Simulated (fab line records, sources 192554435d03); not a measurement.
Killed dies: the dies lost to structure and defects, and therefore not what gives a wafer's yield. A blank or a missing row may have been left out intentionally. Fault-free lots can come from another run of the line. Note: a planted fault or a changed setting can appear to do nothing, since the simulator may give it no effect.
fab line records / flow n5_finfet
record: lots: 5 wafers: 15 last_day: 17
route steps=1938 shown BEOL_M2@891 BEOL_M4@1111
lots that met no fault: taken from a fault-free run of the same line
start_h: start of the lot's first displayed wafer, in hours after the record's first day / wait_h: hours from the lot's prior step to this one / " repeats the value in the row above / L1.1+2: one row covering several wafers at once / - no value, or no start was given / * or withheld: withheld / < > ~ a bound
route shown NAME@n: NAME is a module with steps in the file, n the number in the route of the first one / usual: mean/standard deviation of fault-free wafers / same: alike in all rows / chamber/n: place in a boat / sites: each site's reading / _std_site: standard deviation across them / _edge_site: outer sites' mean less inner sites' / radius_mm: how far each site lies from the wafer's centre / mask NAME#n: copy n / behind: tool/chamber where the wafer was last shaped / hold: cause of the lot's hold/its duration in hours/its outcome / device: the transistor (n, p or np) that didn't switch / end of line: the tests these same wafers got at the end of their route / a step with no rows: only its recipe / killed: not the wafer's yield, but the dies lost to structure and defects at the first sort / map: per-die view of a wafer (x killed, . not killed, _ where there is no die)
set.NAME: the setting that was run; set.NAME@STEP: the one run at that earlier step / model.NAME: the simulator's own value behind a step, which no gauge read
lots seen at some steps along the route; tables by step, rows by wafer
services: a tool's chamber out of use, with start hour (start_h, from the record's first day; less than 0 if before it), hours out, and reason
== steps ==
step: N5_BEOL_M2_ETCH_41
recipe: chemistry: CH3F/O2 target: SiCN target_depth_a: 299 taper_deg: 2 time_s: 52.5 ion_energy_ev: 120 mask_material: TiN pressure_mtorr: 30 source_w: 395 bias_w: 75 Ar_flow_sccm: 150 CH3F_flow_sccm: 30 O2_flow_sccm: 20
step: N5_BEOL_M2_STRIP_97
recipe: chemistry: N2/H2 time_s: 10 power_w: 450 temp_c: 40 pressure_mtorr: 20 rf_frequency_hz: 6e+07 bias_power_w: 7 n2_flow_sccm: 200 h2_flow_sccm: 200
usual: drypump_motor_current_A: 5.6/0.58 h2_flow_sccm: 200.1/0.57 oes_product_au: 0.84/0.08 rf_vpp_V: 59.3/0.96 showerhead_plenum_p_Torr: 2.57/0.076 throttle_valve_pct: 23.60/0.25
lot.wafer=L784.1 tool=rie_diel-02 chamber=1 start_h=- wait_h=- drypump_motor_current_A=6.7 h2_flow_sccm=199.9 oes_product_au=0.92 rf_hours_counter_h=29 rf_vpp_V=59.0 showerhead_plenum_p_Torr=2.48 throttle_valve_pct=23.53
lot.wafer=L784.4 tool=rie_diel-02 chamber=3 start_h=- wait_h=- drypump_motor_current_A=5.9 h2_flow_sccm=200.4 oes_product_au=0.88 rf_hours_counter_h=46 rf_vpp_V=60.0 showerhead_plenum_p_Torr=2.70 throttle_valve_pct=23.48
lot.wafer=L784.5 tool=rie_diel-02 chamber=2 start_h=- wait_h=- drypump_motor_current_A=5.0 h2_flow_sccm=200.6 oes_product_au=0.79 rf_hours_counter_h=- rf_vpp_V=61.1 showerhead_plenum_p_Torr=2.56 throttle_valve_pct=23.96
lot.wafer=L785.3 tool=rie_diel-04 chamber=1 start_h=- wait_h=- drypump_motor_current_A=5.5 h2_flow_sccm=199.6 oes_product_au=0.70 rf_hours_counter_h=203 rf_vpp_V=58.9 showerhead_plenum_p_Torr=2.52 throttle_valve_pct=23.93
lot.wafer=L785.5 tool=rie_diel-04 chamber=2 start_h=- wait_h=- drypump_motor_current_A=5.2 h2_flow_sccm=200.7 oes_product_au=0.89 rf_hours_counter_h=- rf_vpp_V=57.1 showerhead_plenum_p_Torr=2.57 throttle_valve_pct=23.38
lot.wafer=L785.6 tool=rie_diel-04 chamber=3 start_h=- wait_h=- drypump_motor_current_A=5.5 h2_flow_sccm=199.8 oes_product_au=0.78 rf_hours_counter_h=- rf_vpp_V=58.9 showerhead_plenum_p_Torr=2.55 throttle_valve_pct=23.74
lot.wafer=L788.1 tool=rie_diel-02 chamber=1 start_h=- wait_h=- drypump_motor_current_A=6.7 h2_flow_sccm=200.3 oes_product_au=0.90 rf_hours_counter_h=38 rf_vpp_V=58.6 showerhead_plenum_p_Torr=2.48 throttle_valve_pct=23.55
lot.wafer=L788.4 tool=rie_diel-02 chamber=0 start_h=- wait_h=- drypump_motor_current_A=5.0 h2_flow_sccm=200.3 oes_product_au=0.93 rf_hours_counter_h=12 rf_vpp_V=59.8 showerhead_plenum_p_Torr=2.71 throttle_valve_pct=23.49
lot.wafer=L788.6 tool=rie_diel-02 chamber=3 start_h=- wait_h=- drypump_motor_current_A=5.9 h2_flow_sccm=200.3 oes_product_au=0.87 rf_hours_counter_h=- rf_vpp_V=61.9 showerhead_plenum_p_Torr=2.69 throttle_valve_pct=23.48
lot.wafer=L789.1 tool=rie_diel-02 chamber=2 start_h=- wait_h=- drypump_motor_current_A=5.0 h2_flow_sccm=200.3 oes_product_au=0.78 rf_hours_counter_h=120 rf_vpp_V=59.0 showerhead_plenum_p_Torr=2.55 throttle_valve_pct=23.99
lot.wafer=L789.4 tool=rie_diel-02 chamber=1 start_h=- wait_h=- drypump_motor_current_A=6.7 h2_flow_sccm=201.0 oes_product_au=0.90 rf_hours_counter_h=40 rf_vpp_V=58.9 showerhead_plenum_p_Torr=2.48 throttle_valve_pct=23.54
lot.wafer=L789.5 tool=rie_diel-02 chamber=1 start_h=- wait_h=- drypump_motor_current_A=6.7 h2_flow_sccm=201.2 oes_product_au=0.90 rf_hours_counter_h=- rf_vpp_V=60.2 showerhead_plenum_p_Torr=2.48 throttle_valve_pct=23.56
lot.wafer=L798.1 tool=rie_diel-06 chamber=2 start_h=- wait_h=- drypump_motor_current_A=6.1 h2_flow_sccm=200.3 oes_product_au=0.81 rf_hours_counter_h=82 rf_vpp_V=58.6 showerhead_plenum_p_Torr=2.46 throttle_valve_pct=23.67
lot.wafer=L798.3 tool=rie_diel-06 chamber=1 start_h=- wait_h=- drypump_motor_current_A=5.3 h2_flow_sccm=200.2 oes_product_au=0.85 rf_hours_counter_h=47 rf_vpp_V=59.9 showerhead_plenum_p_Torr=2.58 throttle_valve_pct=23.60
lot.wafer=L798.6 tool=rie_diel-06 chamber=0 start_h=- wait_h=- drypump_motor_current_A=5.8 h2_flow_sccm=200.2 oes_product_au=0.69 rf_hours_counter_h=- rf_vpp_V=59.5 showerhead_plenum_p_Torr=2.50 throttle_valve_pct=23.66
step: N5_BEOL_M2_OCD_MEAS_38
usual: trench_depth_nm: 56.0/0.82
lot.wafer=L784.1 tool=ocd-01 chamber=- start_h=186.80 wait_h=- trench_depth_nm=57.1
lot.wafer=L784.4 tool=ocd-01 chamber=- start_h=186.80 wait_h=- trench_depth_nm=57.2
lot.wafer=L784.5 tool=ocd-01 chamber=- start_h=186.80 wait_h=- trench_depth_nm=56.5
lot.wafer=L785.3 tool=ocd-02 chamber=- start_h=191.16 wait_h=- trench_depth_nm=55.7
lot.wafer=L785.5 tool=ocd-02 chamber=- start_h=191.16 wait_h=- trench_depth_nm=57.0
lot.wafer=L785.6 tool=ocd-02 chamber=- start_h=191.16 wait_h=- trench_depth_nm=55.7
lot.wafer=L788.1 tool=ocd-02 chamber=- start_h=212.71 wait_h=- trench_depth_nm=57.3
lot.wafer=L788.4 tool=ocd-02 chamber=- start_h=212.71 wait_h=- trench_depth_nm=55.6
lot.wafer=L788.6 tool=ocd-02 chamber=- start_h=212.71 wait_h=- trench_depth_nm=56.6
lot.wafer=L789.1 tool=ocd-02 chamber=- start_h=217.12 wait_h=- trench_depth_nm=55.4
lot.wafer=L789.4 tool=ocd-02 chamber=- start_h=217.12 wait_h=- trench_depth_nm=56.0
lot.wafer=L789.5 tool=ocd-02 chamber=- start_h=217.12 wait_h=- trench_depth_nm=56.9
lot.wafer=L798.1 tool=ocd-02 chamber=- start_h=272.27 wait_h=- trench_depth_nm=54.9
lot.wafer=L798.3 tool=ocd-02 chamber=- start_h=272.27 wait_h=- trench_depth_nm=54.3
lot.wafer=L798.6 tool=ocd-02 chamber=- start_h=272.27 wait_h=- trench_depth_nm=55.7
step: N5_BEOL_M2_HM_STRIP_39
recipe: chemistry: peroxide_tin_strip material: TiN target_depth_a: 250 temp_c: 50 time_s: 158
step: N5_BEOL_M2_SRD_40
recipe: time_s: 30 temp_c: 23 rinse_liquid: diw dry: ipa_marangoni
step: N5_BEOL_M2_PRECLEAN_42
recipe: chemistry: residue_remover time_s: 60 temp_c: 40
step: N5_BEOL_M2_SRD_43
recipe: time_s: 30 temp_c: 23 rinse_liquid: diw dry: ipa_marangoni
step: N5_BEOL_M2_CD_MEAS_35
recipe: target_cd_nm: 18 target_cd_y_nm: 22.2 polarity: opening
usual: cd_nm: 18.1/0.32
lot.wafer=L784.1 tool=cd_sem-02 chamber=- start_h=186.96 wait_h=0.0 cd_nm=17.9
lot.wafer=L784.4 tool=cd_sem-02 chamber=- start_h=186.96 wait_h=0.0 cd_nm=17.7
lot.wafer=L784.5 tool=cd_sem-02 chamber=- start_h=186.96 wait_h=0.0 cd_nm=17.9
lot.wafer=L785.3 tool=cd_sem-02 chamber=- start_h=191.31 wait_h=0.0 cd_nm=18.1
lot.wafer=L785.5 tool=cd_sem-02 chamber=- start_h=191.31 wait_h=0.0 cd_nm=18.1
lot.wafer=L785.6 tool=cd_sem-02 chamber=- start_h=191.31 wait_h=0.0 cd_nm=18.8
lot.wafer=L788.1 tool=cd_sem-03 chamber=- start_h=212.86 wait_h=0.0 cd_nm=17.7
lot.wafer=L788.4 tool=cd_sem-03 chamber=- start_h=212.86 wait_h=0.0 cd_nm=18.0
lot.wafer=L788.6 tool=cd_sem-03 chamber=- start_h=212.86 wait_h=0.0 cd_nm=17.8
lot.wafer=L789.1 tool=cd_sem-02 chamber=- start_h=217.28 wait_h=0.0 cd_nm=17.8
lot.wafer=L789.4 tool=cd_sem-02 chamber=- start_h=217.28 wait_h=0.0 cd_nm=18.0
lot.wafer=L789.5 tool=cd_sem-02 chamber=- start_h=217.28 wait_h=0.0 cd_nm=17.9
lot.wafer=L798.1 tool=cd_sem-01 chamber=- start_h=272.43 wait_h=0.0 cd_nm=18.0
lot.wafer=L798.3 tool=cd_sem-01 chamber=- start_h=272.43 wait_h=0.0 cd_nm=18.1
lot.wafer=L798.6 tool=cd_sem-01 chamber=- start_h=272.43 wait_h=0.0 cd_nm=17.5
step: N5_BEOL_M2_DEGAS_44
recipe: ambient: vacuum temp_c: 250 time_s: 60
usual: heater_power_w: 341/42
lot.wafer=L784.1 tool=pvd_sputter-03 chamber=- start_h=187.72 wait_h=0.8 heater_power_w=342
lot.wafer=L784.4 tool=pvd_sputter-03 chamber=- start_h=187.72 wait_h=0.8 heater_power_w=298
lot.wafer=L784.5 tool=pvd_sputter-03 chamber=- start_h=187.72 wait_h=0.8 heater_power_w=293
lot.wafer=L785.3 tool=pvd_sputter-01 chamber=- start_h=191.72 wait_h=0.4 heater_power_w=313
lot.wafer=L785.5 tool=pvd_sputter-01 chamber=- start_h=191.72 wait_h=0.4 heater_power_w=401
lot.wafer=L785.6 tool=pvd_sputter-01 chamber=- start_h=191.72 wait_h=0.4 heater_power_w=313
lot.wafer=L788.1 tool=pvd_sputter-03 chamber=- start_h=214.34 wait_h=1.5 heater_power_w=338
lot.wafer=L788.4 tool=pvd_sputter-03 chamber=- start_h=214.34 wait_h=1.5 heater_power_w=349
lot.wafer=L788.6 tool=pvd_sputter-03 chamber=- start_h=214.34 wait_h=1.5 heater_power_w=352
lot.wafer=L789.1 tool=pvd_sputter-01 chamber=- start_h=217.46 wait_h=0.2 heater_power_w=317
lot.wafer=L789.4 tool=pvd_sputter-01 chamber=- start_h=217.46 wait_h=0.2 heater_power_w=342
lot.wafer=L789.5 tool=pvd_sputter-01 chamber=- start_h=217.46 wait_h=0.2 heater_power_w=313
lot.wafer=L798.1 tool=pvd_sputter-03 chamber=- start_h=274.45 wait_h=2.0 heater_power_w=302
lot.wafer=L798.3 tool=pvd_sputter-03 chamber=- start_h=274.45 wait_h=2.0 heater_power_w=340
lot.wafer=L798.6 tool=pvd_sputter-03 chamber=- start_h=274.45 wait_h=2.0 heater_power_w=299
step: N5_BEOL_M2_PRE_CLEAN_45
recipe: gas: H2/He time_s: 30 temp_c: 250
usual: heater_power_w: 341/42
lot.wafer=L784.1 tool=pvd_sputter-03 chamber=- start_h=187.76 wait_h=0.0 heater_power_w=341
lot.wafer=L784.4 tool=pvd_sputter-03 chamber=- start_h=187.76 wait_h=0.0 heater_power_w=296
lot.wafer=L784.5 tool=pvd_sputter-03 chamber=- start_h=187.76 wait_h=0.0 heater_power_w=300
lot.wafer=L785.3 tool=pvd_sputter-01 chamber=- start_h=191.76 wait_h=0.0 heater_power_w=316
lot.wafer=L785.5 tool=pvd_sputter-01 chamber=- start_h=191.76 wait_h=0.0 heater_power_w=399
lot.wafer=L785.6 tool=pvd_sputter-01 chamber=- start_h=191.76 wait_h=0.0 heater_power_w=315
lot.wafer=L788.1 tool=pvd_sputter-03 chamber=- start_h=214.38 wait_h=0.0 heater_power_w=336
lot.wafer=L788.4 tool=pvd_sputter-03 chamber=- start_h=214.38 wait_h=0.0 heater_power_w=351
lot.wafer=L788.6 tool=pvd_sputter-03 chamber=- start_h=214.38 wait_h=0.0 heater_power_w=372
lot.wafer=L789.1 tool=pvd_sputter-01 chamber=- start_h=217.50 wait_h=0.0 heater_power_w=310
lot.wafer=L789.4 tool=pvd_sputter-01 chamber=- start_h=217.50 wait_h=0.0 heater_power_w=342
lot.wafer=L789.5 tool=pvd_sputter-01 chamber=- start_h=217.50 wait_h=0.0 heater_power_w=303
lot.wafer=L798.1 tool=pvd_sputter-03 chamber=- start_h=274.49 wait_h=0.0 heater_power_w=302
lot.wafer=L798.3 tool=pvd_sputter-03 chamber=- start_h=274.49 wait_h=0.0 heater_power_w=337
lot.wafer=L798.6 tool=pvd_sputter-03 chamber=- start_h=274.49 wait_h=0.0 heater_power_w=291
step: N5_BEOL_M2_ALD_84
recipe: material: TaN target_thk_a: * temp_c: 275 ald_precursor_family: PDMAT ald_co_reactant: NH3 pressure_torr: 3 carrier_flow_sccm: 1500 pulse_time_s: 2 purge_time_s: 3 co_reactant_purge_time_s: 2 co_reactant_pulse_time_s: 3 ald_cycles: 30 precursor_vessel_temp_c: 75 precursor_vessel_pressure_torr: 26.25 precursor_vessel_carrier_sccm: 1000
usual: heater_power_w: 427/56
lot.wafer=L784.1 tool=ald_metal-01 chamber=2 start_h=187.85 wait_h=0.1 heater_power_w=307
lot.wafer=L784.4 tool=ald_metal-01 chamber=1 start_h=187.85 wait_h=0.1 heater_power_w=469
lot.wafer=L784.5 tool=ald_metal-01 chamber=3 start_h=187.85 wait_h=0.1 heater_power_w=430
lot.wafer=L785.3 tool=ald_metal-04 chamber=1 start_h=191.84 wait_h=0.1 heater_power_w=417
lot.wafer=L785.5 tool=ald_metal-04 chamber=3 start_h=191.84 wait_h=0.1 heater_power_w=386
lot.wafer=L785.6 tool=ald_metal-04 chamber=2 start_h=191.84 wait_h=0.1 heater_power_w=526
lot.wafer=L788.1 tool=ald_metal-01 chamber=2 start_h=214.50 wait_h=0.1 heater_power_w=305
lot.wafer=L788.4 tool=ald_metal-01 chamber=3 start_h=214.50 wait_h=0.1 heater_power_w=442
lot.wafer=L788.6 tool=ald_metal-01 chamber=1 start_h=214.50 wait_h=0.1 heater_power_w=453
lot.wafer=L789.1 tool=ald_metal-02 chamber=2 start_h=217.56 wait_h=0.0 heater_power_w=386
lot.wafer=L789.4 tool=ald_metal-02 chamber=0 start_h=217.56 wait_h=0.0 heater_power_w=444
lot.wafer=L789.5 tool=ald_metal-02 chamber=3 start_h=217.56 wait_h=0.0 heater_power_w=386
lot.wafer=L798.1 tool=ald_metal-04 chamber=3 start_h=274.70 wait_h=0.2 heater_power_w=383
lot.wafer=L798.3 tool=ald_metal-04 chamber=0 start_h=274.70 wait_h=0.2 heater_power_w=458
lot.wafer=L798.6 tool=ald_metal-04 chamber=3 start_h=274.70 wait_h=0.2 heater_power_w=380
step: N5_BEOL_M2_SURFACE_TREAT_85
recipe: gas: Ar time_s: * ion_energy_ev: * ion_current_ma_cm2: 0.5 pressure_mtorr: * ar_flow_sccm: 30
usual: throttle_valve_pct: *
lot.wafer=L784.1 tool=pvd_sputter-03 chamber=- start_h=188.15 wait_h=0.2 throttle_valve_pct=*
lot.wafer=L784.4 tool=pvd_sputter-03 chamber=- start_h=188.15 wait_h=0.2 throttle_valve_pct=*
lot.wafer=L784.5 tool=pvd_sputter-03 chamber=- start_h=188.15 wait_h=0.2 throttle_valve_pct=*
lot.wafer=L785.3 tool=pvd_sputter-01 chamber=- start_h=192.30 wait_h=0.4 throttle_valve_pct=*
lot.wafer=L785.5 tool=pvd_sputter-01 chamber=- start_h=192.30 wait_h=0.4 throttle_valve_pct=*
lot.wafer=L785.6 tool=pvd_sputter-01 chamber=- start_h=192.30 wait_h=0.4 throttle_valve_pct=*
lot.wafer=L788.1 tool=pvd_sputter-03 chamber=- start_h=214.76 wait_h=0.2 throttle_valve_pct=*
lot.wafer=L788.4 tool=pvd_sputter-03 chamber=- start_h=214.76 wait_h=0.2 throttle_valve_pct=*
lot.wafer=L788.6 tool=pvd_sputter-03 chamber=- start_h=214.76 wait_h=0.2 throttle_valve_pct=*
lot.wafer=L789.1 tool=pvd_sputter-01 chamber=- start_h=217.87 wait_h=0.2 throttle_valve_pct=*
lot.wafer=L789.4 tool=pvd_sputter-01 chamber=- start_h=217.87 wait_h=0.2 throttle_valve_pct=*
lot.wafer=L789.5 tool=pvd_sputter-01 chamber=- start_h=217.87 wait_h=0.2 throttle_valve_pct=*
lot.wafer=L798.1 tool=pvd_sputter-03 chamber=- start_h=274.97 wait_h=0.2 throttle_valve_pct=*
lot.wafer=L798.3 tool=pvd_sputter-03 chamber=- start_h=274.97 wait_h=0.2 throttle_valve_pct=*
lot.wafer=L798.6 tool=pvd_sputter-03 chamber=- start_h=274.97 wait_h=0.2 throttle_valve_pct=*
step: N5_BEOL_M2_CVD_47
recipe: material: Co target_thk_a: 30 temp_c: withheld precursor: CCTBA/H2 pressure_torr: 30 time_s: 223.8
usual: run_length_s: 246.8/0.67
lot.wafer=L784.1 tool=cvd_co-02 chamber=0 start_h=188.28 wait_h=0.1 run_length_s=247.3
lot.wafer=L784.4 tool=cvd_co-02 chamber=1 start_h=188.28 wait_h=0.1 run_length_s=247.0
lot.wafer=L784.5 tool=cvd_co-02 chamber=2 start_h=188.28 wait_h=0.1 run_length_s=246.5
lot.wafer=L785.3 tool=cvd_co-01 chamber=1 start_h=192.36 wait_h=0.0 run_length_s=247.3
lot.wafer=L785.5 tool=cvd_co-01 chamber=0 start_h=192.36 wait_h=0.0 run_length_s=245.6
lot.wafer=L785.6 tool=cvd_co-01 chamber=2 start_h=192.36 wait_h=0.0 run_length_s=246.8
lot.wafer=L788.1 tool=cvd_co-01 chamber=0 start_h=214.83 wait_h=0.1 run_length_s=245.6
lot.wafer=L788.4 tool=cvd_co-01 chamber=2 start_h=214.83 wait_h=0.1 run_length_s=407.6
lot.wafer=L788.6 tool=cvd_co-01 chamber=1 start_h=214.83 wait_h=0.1 run_length_s=247.6
lot.wafer=L789.1 tool=cvd_co-02 chamber=1 start_h=217.95 wait_h=0.1 run_length_s=247.0
lot.wafer=L789.4 tool=cvd_co-02 chamber=0 start_h=217.95 wait_h=0.1 run_length_s=247.9
lot.wafer=L789.5 tool=cvd_co-02 chamber=1 start_h=217.95 wait_h=0.1 run_length_s=247.7
lot.wafer=L798.1 tool=cvd_co-02 chamber=1 start_h=275.10 wait_h=0.1 run_length_s=246.9
lot.wafer=L798.3 tool=cvd_co-02 chamber=2 start_h=275.10 wait_h=0.1 run_length_s=246.8
lot.wafer=L798.6 tool=cvd_co-02 chamber=1 start_h=275.10 wait_h=0.1 run_length_s=247.0
step: N5_BEOL_M2_SPUTTER_48
recipe: material: Cu target_thk_a: 45 temp_c: -20 chamber_pressure_pa: 0.07 power_w: withheld time_s: 8.29
step: N5_BEOL_M4_RC_MEAS_101
usual: DIBL_N: 36.4/1.4 DIBL_P: 36.3/1.5 IOFF_N: 0.162/0.023 IOFF_P: 0.211/0.027 ION_N: 676/9.7 ION_P: 463/6.4 SS_N: 71.5/0.5 SS_P: 73.3/0.6 VT_N: 249.3/2.5 VT_P: -249.9/2.8
lot.wafer=L784.1 tool=prober-01 chamber=0 start_h=217.80 wait_h=0.0 DIBL_N[mV/V]=36.3 DIBL_P[mV/V]=37.7 IOFF_N[nA/um]=0.156 IOFF_P[nA/um]=0.203 ION_N[uA/um]=658 ION_P[uA/um]=453 SS_N[mV/dec]=71.2 SS_P[mV/dec]=73.5 VT_N[mV]=248.5 VT_P[mV]=-251.1
lot.wafer=L784.4 tool=prober-01 chamber=0 start_h=217.80 wait_h=0.0 DIBL_N[mV/V]=36.4 DIBL_P[mV/V]=37.4 IOFF_N[nA/um]=0.159 IOFF_P[nA/um]=0.195 ION_N[uA/um]=673 ION_P[uA/um]=457 SS_N[mV/dec]=71.7 SS_P[mV/dec]=73.6 VT_N[mV]=251.9 VT_P[mV]=-251.2
lot.wafer=L784.5 tool=prober-01 chamber=0 start_h=217.80 wait_h=0.0 DIBL_N[mV/V]=35.6 DIBL_P[mV/V]=36.0 IOFF_N[nA/um]=0.147 IOFF_P[nA/um]=0.183 ION_N[uA/um]=667 ION_P[uA/um]=455 SS_N[mV/dec]=70.9 SS_P[mV/dec]=73.5 VT_N[mV]=252.1 VT_P[mV]=-251.6
lot.wafer=L785.3 tool=prober-02 chamber=0 start_h=227.09 wait_h=0.3 DIBL_N[mV/V]=36.4 DIBL_P[mV/V]=37.6 IOFF_N[nA/um]=0.187 IOFF_P[nA/um]=0.236 ION_N[uA/um]=675 ION_P[uA/um]=466 SS_N[mV/dec]=71.5 SS_P[mV/dec]=73.3 VT_N[mV]=245.9 VT_P[mV]=-248.2
lot.wafer=L785.5 tool=prober-02 chamber=0 start_h=227.09 wait_h=0.3 DIBL_N[mV/V]=35.3 DIBL_P[mV/V]=36.2 IOFF_N[nA/um]=0.162 IOFF_P[nA/um]=0.210 ION_N[uA/um]=668 ION_P[uA/um]=465 SS_N[mV/dec]=71.6 SS_P[mV/dec]=72.6 VT_N[mV]=248.8 VT_P[mV]=-250.3
lot.wafer=L785.6 tool=prober-02 chamber=0 start_h=227.09 wait_h=0.3 DIBL_N[mV/V]=34.2 DIBL_P[mV/V]=34.4 IOFF_N[nA/um]=0.141 IOFF_P[nA/um]=0.187 ION_N[uA/um]=665 ION_P[uA/um]=455 SS_N[mV/dec]=70.8 SS_P[mV/dec]=72.2 VT_N[mV]=250.2 VT_P[mV]=-252.6
lot.wafer=L788.1 tool=prober-02 chamber=0 start_h=236.92 wait_h=0.0 DIBL_N[mV/V]=35.9 DIBL_P[mV/V]=35.1 IOFF_N[nA/um]=0.149 IOFF_P[nA/um]=0.162 ION_N[uA/um]=666 ION_P[uA/um]=451 SS_N[mV/dec]=71.5 SS_P[mV/dec]=73.8 VT_N[mV]=253.3 VT_P[mV]=-255.3
lot.wafer=L788.4 tool=prober-02 chamber=0 start_h=236.92 wait_h=0.0 DIBL_N[mV/V]=36.2 DIBL_P[mV/V]=36.9 IOFF_N[nA/um]=0.171 IOFF_P[nA/um]=0.183 ION_N[uA/um]=673 ION_P[uA/um]=454 SS_N[mV/dec]=72.1 SS_P[mV/dec]=72.7 VT_N[mV]=249.2 VT_P[mV]=-251.9
lot.wafer=L788.6 tool=prober-02 chamber=0 start_h=236.92 wait_h=0.0 DIBL_N[mV/V]=36.4 DIBL_P[mV/V]=37.2 IOFF_N[nA/um]=0.178 IOFF_P[nA/um]=0.192 ION_N[uA/um]=678 ION_P[uA/um]=458 SS_N[mV/dec]=71.7 SS_P[mV/dec]=73.3 VT_N[mV]=250.8 VT_P[mV]=-252.9
lot.wafer=L789.1 tool=prober-02 chamber=0 start_h=240.94 wait_h=0.0 DIBL_N[mV/V]=38.6 DIBL_P[mV/V]=37.2 IOFF_N[nA/um]=0.181 IOFF_P[nA/um]=0.230 ION_N[uA/um]=682 ION_P[uA/um]=461 SS_N[mV/dec]=71.6 SS_P[mV/dec]=73.4 VT_N[mV]=248.0 VT_P[mV]=-250.2
lot.wafer=L789.4 tool=prober-02 chamber=0 start_h=240.94 wait_h=0.0 DIBL_N[mV/V]=36.0 DIBL_P[mV/V]=34.8 IOFF_N[nA/um]=0.137 IOFF_P[nA/um]=0.196 ION_N[uA/um]=676 ION_P[uA/um]=464 SS_N[mV/dec]=71.5 SS_P[mV/dec]=72.2 VT_N[mV]=249.9 VT_P[mV]=-250.9
lot.wafer=L789.5 tool=prober-02 chamber=0 start_h=240.94 wait_h=0.0 DIBL_N[mV/V]=36.9 DIBL_P[mV/V]=35.7 IOFF_N[nA/um]=0.142 IOFF_P[nA/um]=0.210 ION_N[uA/um]=671 ION_P[uA/um]=464 SS_N[mV/dec]=71.4 SS_P[mV/dec]=72.7 VT_N[mV]=251.5 VT_P[mV]=-248.5
lot.wafer=L798.1 tool=prober-01 chamber=0 start_h=296.12 wait_h=0.0 DIBL_N[mV/V]=37.1 DIBL_P[mV/V]=37.6 IOFF_N[nA/um]=0.166 IOFF_P[nA/um]=0.215 ION_N[uA/um]=694 ION_P[uA/um]=473 SS_N[mV/dec]=71.7 SS_P[mV/dec]=72.8 VT_N[mV]=247.7 VT_P[mV]=-249.5
lot.wafer=L798.3 tool=prober-01 chamber=0 start_h=296.12 wait_h=0.0 DIBL_N[mV/V]=40.1 DIBL_P[mV/V]=41.0 IOFF_N[nA/um]=0.224 IOFF_P[nA/um]=0.282 ION_N[uA/um]=693 ION_P[uA/um]=471 SS_N[mV/dec]=72.4 SS_P[mV/dec]=73.8 VT_N[mV]=244.3 VT_P[mV]=-247.7
lot.wafer=L798.6 tool=prober-01 chamber=0 start_h=296.12 wait_h=0.0 DIBL_N[mV/V]=36.9 DIBL_P[mV/V]=36.3 IOFF_N[nA/um]=0.155 IOFF_P[nA/um]=0.202 ION_N[uA/um]=663 ION_P[uA/um]=457 SS_N[mV/dec]=71.2 SS_P[mV/dec]=73.4 VT_N[mV]=252.6 VT_P[mV]=-251.1
== services ==
tool=pvd_sputter-01 chamber=- start_h=164.86 hours=1.5 kind=repair
tool=ald_metal-01 chamber=- start_h=166.22 hours=0.4 kind=repair
tool=rie_diel-06 chamber=1 start_h=175.24 hours=16.7 kind=repair
tool=cvd_co-02 chamber=- start_h=193.68 hours=4.3 kind=pm
tool=rie_diel-02 chamber=3 start_h=196.56 hours=2.4 kind=repair
tool=rie_diel-02 chamber=- start_h=217.41 hours=0.9 kind=repair
tool=rie_diel-02 chamber=- start_h=221.67 hours=28.1 kind=pm
tool=rie_diel-06 chamber=3 start_h=240.20 hours=- kind=clean
tool=rie_diel-06 chamber=3 start_h=240.20 hours=- kind=consumable_replace:focus_ring
tool=rie_diel-06 chamber=3 start_h=240.20 hours=19.6 kind=scheduled_down
tool=rie_diel-06 chamber=3 start_h=240.20 hours=19.6 kind=vent_cycle
tool=ald_metal-02 chamber=3 start_h=241.36 hours=4.2 kind=repair
tool=ald_metal-01 chamber=0 start_h=260.24 hours=7.8 kind=repair
== key ==
first_sign: step: N5_BEOL_M2_CVD_47 reading: run_length_s direction: up sigmas: 99+ usual: * struck: *
effect none on later readings
met_at N5_BEOL_M2_CVD_47
struck_wafers L788.4
onset_between 192.36 214.83
fault: kind: process_parameter_drift tool: cvd_co-01 chamber: - onset_h: 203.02 steps: N5_BEOL_M2_CVD_47 channel: time_s offset: * shape: step end_h: 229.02 scope: struck_wafers_only acts_in: * stated: *
